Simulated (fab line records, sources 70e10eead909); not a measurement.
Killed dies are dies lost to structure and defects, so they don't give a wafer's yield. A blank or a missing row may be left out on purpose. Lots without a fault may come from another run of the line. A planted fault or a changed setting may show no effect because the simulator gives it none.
Chamber matching | flow nand_harc | NHARC_A_STAIRCASE_DEP_301 on pecvd-04: 3 sister chambers
The step deposits SiON, target thk 30 nm. 3 wafers are shown with their chamber, then 11 later ones without.

WAFERS WITH THEIR CHAMBER
wafer  | chamber | heater_power_w (W)
L088.2 | 0       | 886
L088.3 | 1       | 734
L090.3 | 2       | 649

WAFERS WITHOUT THEIR CHAMBER
wafer  | heater_power_w (W)
L090.4 | 674
L090.6 | 936
L093.1 | 701
L093.3 | 880
L093.6 | 733
L095.1 | 843
L095.2 | 619
L095.3 | 784
L097.1 | 678
L097.5 | 690
L097.6 | 876

WHICH CHAMBER EACH WENT THROUGH
wafer  | from the rows above     | in truth
L090.4 | can't be placed: 2 or 1 | 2
L090.6 | 0                       | 0
L093.1 | can't be placed: 1 or 2 | 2
L093.3 | 0                       | 0
L093.6 | 1                       | 1
L095.1 | can't be placed: 0 or 1 | 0
L095.2 | 2                       | 2
L095.3 | can't be placed: 1 or 0 | 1
L097.1 | can't be placed: 2 or 1 | 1
L097.5 | can't be placed: 2 or 1 | 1
L097.6 | 0                       | 0
Placed correctly: 5 of 11. Can't be placed from these rows: 6 (the true chamber is among the candidates in 6). Placed wrongly: 0.
How it was worked out, from the rows above alone: a wafer's distance from a chamber is the root of the sum, over the readings, of the square of ((its reading less the chamber's mean) divided by the reading's scatter). The wafer belongs to the nearest chamber; if the next one is less than 2 further off, it can't be placed. A chamber's mean is the mean of its shown wafers. The scatter: with one shown wafer a chamber, the root of the mean of the squares of how far each hidden wafer lies from its nearest shown one.
